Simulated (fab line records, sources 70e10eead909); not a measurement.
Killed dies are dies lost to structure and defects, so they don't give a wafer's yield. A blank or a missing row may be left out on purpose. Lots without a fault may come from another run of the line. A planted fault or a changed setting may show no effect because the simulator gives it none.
fab line records | flow nand_harc
record lots=13 wafers=36 last_day=24
route steps=1159 shown A_CHANNEL_HOLE_D1@477 A_CHANNEL_FILL_D1@494 END@1159
lots that met no fault: from a run of the same line without faults
start_h: hours from the record's first day to the start of the lot's first wafer shown | wait_h: hours since the lot's step before | " the same as in the row above | L1.1+2: a row that stands for several wafers | - no value, or no start given | * or withheld: withheld | < > ~ a bound
route shown NAME@n: a module of which the file shows steps, and the number in the route of the first | usual: mean/standard deviation of fault-free wafers | same: alike in all rows | chamber/n: place in a boat | sites: the reading at each site | _std_site: their standard deviation | _edge_site: outer sites' mean less inner sites' | radius_mm: how far each site lies from the wafer's centre | mask NAME#n: copy n | behind: the tool/chamber that last shaped the wafer | hold: why the lot was held/for how many hours/how that ended | device: the transistor (n, p or np) that didn't switch | end of line: the same wafers' tests at the end of the route | a step without rows: its recipe alone | killed: dies lost to structure and defects at the first sort, not the wafer's yield | map: a wafer's dies, x killed, . not, _ none there
set.NAME: the setting as run; set.NAME@STEP: as run at that earlier step | model.NAME: the simulator's own value behind a step, which no gauge read
steps of the route over a sample of lots; a table a step, a row a wafer
services: from which hour (start_h, from the record's first day; less than 0 if before it) a tool's chamber was out of use, for how many hours, and why
## steps
# step NHARC_A_CHANNEL_HOLE_D1_ETCH_25
# recipe bias_v=5000 source_w=withheld pressure_mtorr=20 time_s=1040.2 ar_flow_sccm=375 c4f8_flow_sccm=93.8 o2_flow_sccm=31.2 temp_c=-20 target_depth_a=15000 chemistry=C4F8/O2/Ar
# usual drypump_motor_current_A=5.8/0.38 showerhead_plenum_p_Torr=3.61/0.11 throttle_valve_pct=32.236/0.0095
# columns lot.wafer tool chamber start_h wait_h drypump_motor_current_A rf_hours_counter_h showerhead_plenum_p_Torr throttle_valve_pct
L387.2 har_etch-02 1 186.67 0.7 6.2 100 3.56 32.221
L387.3 " 0 " " 5.9 - 3.56 32.247
L387.6 " 1 " " 6.2 - 3.56 32.229
L388.4 har_etch-01 1 193.10 0.7 5.2 - 3.61 32.247
L388.3 " 0 " " 5.6 - 3.82 32.228
L388.5 " 1 " " 5.2 - 3.61 32.227
L390.3 har_etch-02 1 203.13 0.7 6.2 - 3.55 32.225
L390.5 " 0 " " 5.8 - 3.55 32.244
L390.6 " 1 " " 6.2 - 3.55 32.237
L394.1 har_etch-01 0 217.14 0.6 5.7 212 3.81 32.221
L394.2 " 1 " " 5.2 212 3.60 32.239
L394.6 " 1 " " 5.1 - 3.60 32.217
L396.2 har_etch-02 0 226.69 0.6 5.8 120 3.55 32.252
L396.3 " 0 " " 5.8 - 3.55 32.240
L396.4 " 1 " " 6.2 - 3.55 32.236
L395.2 har_etch-01 1 231.55 0.7 5.2 218 3.59 32.232
L395.4 " 0 " " 5.7 - 3.80 32.230
L395.6 " 0 " " 5.7 - 3.80 32.234
L400.2 har_etch-01 1 254.59 0.6 5.1 227 3.59 32.235
L400.5 " 0 " " 5.7 - 3.80 32.252
L399.2 har_etch-02 0 255.44 0.6 5.8 131 3.54 32.233
L399.3 " 1 " " 6.2 - 3.54 32.247
L399.5 " 1 " " 6.2 - 3.54 32.232
L398.1 har_etch-01 1 258.74 0.6 5.2 231 3.59 32.238
L398.6 " 1 " " 5.1 - 3.59 32.247
L401.2 har_etch-02 1 272.61 0.7 6.2 138 3.54 32.233
L401.5 " 1 " " 6.2 - 3.54 32.236
L406.2 har_etch-01 0 283.30 0.7 5.6 244 3.79 32.243
L406.3 " 1 " " 5.2 - 3.58 32.226
L406.6 " 1 " " 5.2 - 3.58 32.245
L408.3 har_etch-02 1 301.63 0.7 6.2 - 3.53 32.241
L408.5 " 1 " " 6.2 - 3.53 32.240
L408.6 " 0 " " 5.8 - 3.53 32.220
L410.2 har_etch-02 1 322.38 0.7 6.2 166 3.52 32.244
L410.3 " 0 " " 5.9 - 3.52 32.232
L410.5 " 1 " " 6.2 - 3.52 32.236
# step NHARC_A_CHANNEL_HOLE_D1_ETCH_26
# recipe bias_v=300 source_w=2000 pressure_mtorr=30 time_s=224.1 ar_flow_sccm=375 c4f8_flow_sccm=11.4 o2_flow_sccm=113.6 temp_c=-20 target_depth_a=3000 chemistry=C4F8/O2/Ar
# usual bias_v=300/3.1 drypump_motor_current_A=5.8/0.38 showerhead_plenum_p_Torr=3.66/0.11 throttle_valve_pct=24.584/0.0095
# columns lot.wafer tool chamber start_h wait_h bias_v drypump_motor_current_A rf_hours_counter_h showerhead_plenum_p_Torr throttle_valve_pct
L387.2 har_etch-02 1 187.44 0.6 301 6.2 101 3.60 24.571
L387.3 " 0 " " 301 5.8 - 3.60 24.587
L387.6 " 1 " " 300 6.2 - 3.60 24.572
L388.4 har_etch-01 1 193.75 0.5 300 5.2 - 3.65 24.577
L388.3 " 0 " " 304 5.7 - 3.87 24.586
L388.5 " 1 " " 302 5.2 - 3.65 24.565
L390.3 har_etch-02 1 203.67 0.4 302 6.2 - 3.59 24.589
L390.5 " 0 " " 299 5.8 - 3.60 24.585
L390.6 " 1 " " 304 6.2 - 3.60 24.583
L394.1 har_etch-01 0 218.03 0.7 298 5.7 212 3.87 24.612
L394.2 " 1 " " 304 5.2 212 3.64 24.593
L394.6 " 1 " " 307 5.2 - 3.64 24.575
L396.2 har_etch-02 0 227.58 0.7 298 5.8 121 3.59 24.579
L396.3 " 0 " " 299 5.8 - 3.59 24.599
L396.4 " 1 " " 299 6.2 - 3.59 24.586
L395.2 har_etch-01 1 232.31 0.6 298 5.2 219 3.64 24.598
L395.4 " 0 " " 297 5.7 - 3.86 24.610
L395.6 " 0 " " 301 5.7 - 3.86 24.585
L400.2 har_etch-01 1 255.47 0.7 304 5.2 228 3.63 24.577
L400.5 " 0 " " 299 5.7 - 3.86 24.587
L399.2 har_etch-02 0 256.30 0.7 299 5.9 132 3.59 24.584
L399.3 " 1 " " 301 6.2 - 3.58 24.595
L399.5 " 1 " " 307 6.2 - 3.58 24.585
L398.1 har_etch-01 1 259.62 0.7 302 5.2 232 3.63 24.578
L398.6 " 1 " " 298 5.2 - 3.63 24.581
L401.2 har_etch-02 1 273.37 0.6 298 6.2 139 3.58 24.575
L401.5 " 1 " " 305 6.2 - 3.58 24.580
L406.2 har_etch-01 0 284.05 0.6 295 5.6 245 3.85 24.582
L406.3 " 1 " " 297 5.2 - 3.63 24.582
L406.6 " 1 " " 298 5.2 - 3.62 24.606
L408.3 har_etch-02 1 302.29 0.5 303 6.2 - 3.57 24.584
L408.5 " 1 " " 301 6.2 - 3.57 24.595
L408.6 " 0 " " 300 5.9 - 3.57 24.593
L410.2 har_etch-02 1 323.15 0.6 301 6.2 167 3.56 24.578
L410.3 " 0 " " 302 5.8 - 3.57 24.583
L410.5 " 1 " " 301 6.2 - 3.56 24.583
# step NHARC_A_CHANNEL_HOLE_D1_STRIP_27
# recipe o2_flow_sccm=500 ar_flow_sccm=0 bias_w=0 chemistry=O2
# usual drypump_motor_current_A=5.7/0.63 oes_product_au=1.002/0.0087 rf_vpp_V=57.8/0.81 showerhead_plenum_p_Torr=3.58/0.1 throttle_valve_pct=17.037/0.0084
# columns lot.wafer tool chamber start_h wait_h drypump_motor_current_A oes_product_au rf_hours_counter_h rf_vpp_V showerhead_plenum_p_Torr throttle_valve_pct
L387.2 rie_diel-05 1 - - 6.2 1.010 1 57.0 3.55 17.045
L387.3 " 0 " " 6.1 1.007 1 57.3 3.57 17.034
L387.6 " 2 " " 5.6 1.010 - 57.1 3.69 17.027
L388.3 rie_diel-05 2 - - 5.6 1.010 1 57.5 3.69 17.051
L388.4 " 3 " " 5.4 1.010 0 59.0 3.59 17.045
L388.5 " 2 " " 5.6 1.017 - 58.4 3.69 17.037
L390.3 rie_diel-09 3 - - 4.7 1.000 9 57.2 3.59 17.040
L390.5 " 3 " " 4.7 1.005 - 57.8 3.59 17.026
L390.6 " 0 " " 5.1 1.025 - 58.3 3.75 17.023
L394.2 rie_diel-09 3 - - 4.7 1.007 10 57.6 3.59 17.032
L394.1 " 0 " " 5.1 1.002 9 59.0 3.75 17.030
L394.6 " 0 " " 5.1 1.011 - 58.6 3.75 17.041
L396.4 rie_diel-09 2 - - 5.4 0.987 10 57.3 3.41 17.050
L396.2 " 3 " " 4.7 1.004 11 58.5 3.59 17.038
L396.3 " 0 " " 5.1 1.007 10 59.2 3.75 17.044
L395.4 rie_diel-05 0 - - 6.1 1.011 3 57.6 3.56 17.029
L395.2 " 1 " " 6.2 1.004 3 58.8 3.55 17.033
L395.6 " 1 " " 6.2 1.011 - 57.5 3.55 17.034
L400.2 rie_diel-05 3 - - 5.5 1.005 4 57.9 3.59 17.037
L400.5 " 3 " " 5.5 0.995 - 58.5 3.59 17.036
L399.2 rie_diel-13 3 - - 6.5 1.005 10 57.9 3.65 17.038
L399.3 " 0 " " 4.8 0.996 11 56.3 3.41 17.055
L399.5 " 3 " " 6.4 0.992 - 57.9 3.65 17.048
L398.1 rie_diel-05 2 - - 5.6 1.009 5 59.4 3.69 17.046
L398.6 " 3 " " 5.4 1.012 - 57.2 3.59 17.042
L401.2 rie_diel-13 1 - - 6.8 1.006 12 57.8 3.65 17.026
L401.5 " 3 " " 6.5 1.005 - 57.9 3.65 17.033
L406.3 rie_diel-05 0 - - 6.1 1.021 8 57.8 3.56 17.030
L406.2 " 1 " " 6.2 1.009 7 56.9 3.55 17.036
L406.6 " 1 " " 6.2 1.004 - 56.7 3.55 17.056
L408.3 rie_diel-13 2 - - 5.2 1.002 1 57.6 3.68 17.032
L408.5 " 2 " " 5.2 0.998 - 57.3 3.68 17.027
L408.6 " 3 " " 6.5 1.003 - 57.8 3.65 17.051
L410.3 rie_diel-13 0 - - 4.8 0.991 2 55.7 3.40 17.019
L410.2 " 2 " " 5.2 0.995 2 58.5 3.68 17.047
L410.5 " 3 " " 6.5 0.990 - 58.0 3.65 17.055
# step NHARC_A_CHANNEL_FILL_D1_ALD_14
# recipe target_thk_a=25 pulse_time_s=10 ald_cycles=25 temp_c=300 material=SiO2
# usual ald_cycles=25/0 heater_power_w=466/40 precursor_pulse_height_rel=1.004/0.019
# columns lot.wafer tool chamber start_h wait_h ald_cycles heater_power_w precursor_pulse_height_rel
L387.2 ald_hk-03 2 199.58 2.9 25 528 1.007
L387.3 " 0 " " 25 452 0.993
L387.6 " 2 " " 25 515 1.007
L388.3 ald_hk-04 1 206.50 0.1 25 495 1.028
L388.4 " 2 " " 25 407 1.003
L388.5 " 1 " " 25 501 1.027
L390.3 ald_hk-03 2 212.41 0.1 25 505 1.011
L390.6 " 1 " " 25 493 1.013
L390.5 " 2 " " 25 524 1.009
L394.1 ald_hk-04 3 227.22 0.0 25 447 1.004
L394.2 " 0 " " 25 516 1.005
L394.6 " 0 " " 25 525 0.977
L396.2 ald_hk-01 1 239.41 2.8 25 417 1.007
L396.4 " 2 " " 25 486 1.021
L396.3 " 3 " " 25 486 0.988
L395.4 ald_hk-01 0 242.08 0.0 25 443 0.971
L395.2 " 2 " " 25 503 1.016
L395.6 " 0 " " 25 424 0.995
L399.2 ald_hk-03 0 265.85 0.1 25 463 1.001
L399.3 " 2 " " 25 519 0.998
L399.5 " 0 " " 25 468 1.022
L400.2 ald_hk-01 2 265.89 0.1 25 515 1.006
L400.5 " 1 " " 27 410 0.989
L398.1 ald_hk-01 2 268.87 0.1 25 495 1.017
L398.6 " 0 " " 27 433 1.016
L401.2 ald_hk-01 3 281.87 0.0 25 485 1.013
L401.5 " 0 " " 27 436 0.998
L406.3 ald_hk-04 2 293.41 0.1 25 435 1.010
L406.2 " 3 " " 25 427 1.021
L406.6 " 2 " " 25 428 0.991
L408.3 ald_hk-03 2 310.64 0.1 25 519 0.983
L408.5 " 0 " " 25 449 0.979
L408.6 " 1 " " 25 495 0.997
L410.2 ald_hk-01 1 333.42 0.3 25 413 1.037
L410.3 " 2 " " 25 499 0.992
L410.5 " 0 " " 25 430 1.006
# step NHARC_END_SORT_01
# recipe temp_c=25
# usual killed_at_array=24/7.4 killed_at_other=0.5/0.81 killed_at_periphery=3.4/2.3 killed_dies=28/8 killed_open=3.4/1.8 killed_short=2.0/1.4
# same gross_dies=677
# columns lot.wafer tool chamber start_h wait_h killed_at_array killed_at_other killed_at_periphery killed_dies killed_open killed_short
L400.2 prober-01 0 517.97 2.8 24 0 7 31 5 2
L400.5 prober-01 0 520.38 3.7 27 0 2 29 5 1
# killed by level:class
L400.2 A_CHANNEL_HOLE_D1:chamber_film_flake=8 A_CONTACT:chamber_film_flake=8 P_ZERO_WELL:chamber_film_flake=5 A_STAIRCASE:chamber_film_flake=3 P_CONTACT:geometric_particle:open=2 A_ONON_D1:geometric_particle:open=1 A_CHANNEL_FILL_D1:geometric_particle:short=1 A_WL_FILL:geometric_particle:open=1
L400.5 A_CHANNEL_HOLE_D1:chamber_film_flake=18 A_CONTACT:chamber_film_flake=3 A_CONTACT:geometric_particle:open=2 P_GATE:chamber_film_flake=2 A_CHANNEL_FILL_D1:geometric_particle:open=1 A_SGD_CUT:geometric_particle:open=1 A_WL_FILL:geometric_particle:short=1 A_M0:geometric_particle:open=1
## services
# columns tool chamber start_h hours kind
rie_diel-05 - 163.66 9.0 pm
rie_diel-05 0 163.66 9.0 vent_cycle
rie_diel-05 1 163.66 9.0 vent_cycle
rie_diel-05 2 163.66 9.0 vent_cycle
rie_diel-05 3 163.66 9.0 vent_cycle
rie_diel-09 2 167.06 13.7 repair
rie_diel-05 0 172.66 - clean
rie_diel-05 1 172.66 - clean
rie_diel-05 2 172.66 - clean
rie_diel-05 3 176.30 15.1 repair
ald_hk-04 - 187.79 0.7 repair
rie_diel-13 2 194.24 4.3 repair
ald_hk-01 - 229.41 10.0 pm
rie_diel-09 - 254.22 9.0 pm
rie_diel-05 2 255.55 2.5 repair
rie_diel-13 1 262.52 1.6 repair
rie_diel-13 - 276.00 9.0 pm
har_etch-01 - 305.08 17.0 pm
har_etch-01 0 305.08 17.0 vent_cycle
har_etch-01 1 305.08 17.0 vent_cycle
har_etch-01 0 322.08 - clean
har_etch-01 0 322.08 - consumable_replace:focus_ring
har_etch-01 1 322.08 - clean
har_etch-01 1 322.08 - consumable_replace:focus_ring
## key
first_sign step=NHARC_A_CHANNEL_FILL_D1_ALD_14 reading=ald_cycles direction=up sigmas=99+ usual=25 struck=27
effect none on later readings
met_at NHARC_A_CHANNEL_FILL_D1_ALD_14
struck_lots L398,L400,L401
struck_wafers L398.6,L400.5,L401.5
tester_left_out L398,L400,L401
not_acting_at NHARC_A_CHANNEL_HOLE_D1_ETCH_25,NHARC_A_CHANNEL_HOLE_D1_ETCH_26,NHARC_A_CHANNEL_HOLE_D1_STRIP_27
onset_between 242.08 265.89
fault kind=process_parameter_drift tool=ald_hk-01 chamber=- onset_h=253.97 steps=NHARC_A_CHANNEL_FILL_D1_ALD_14 channel=ald_cycles offset=2 shape=step end_h=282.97 scope=struck_wafers_only acts_in=these_recipes_only stated=25
# tester_left_out: of these lots the tester's yield and bins aren't shown, on N5 and GAA mostly nor the transistor test; their killed dies are dies lost to structure and defects alone, not to doping, threshold or leakage, so they don't give the yield
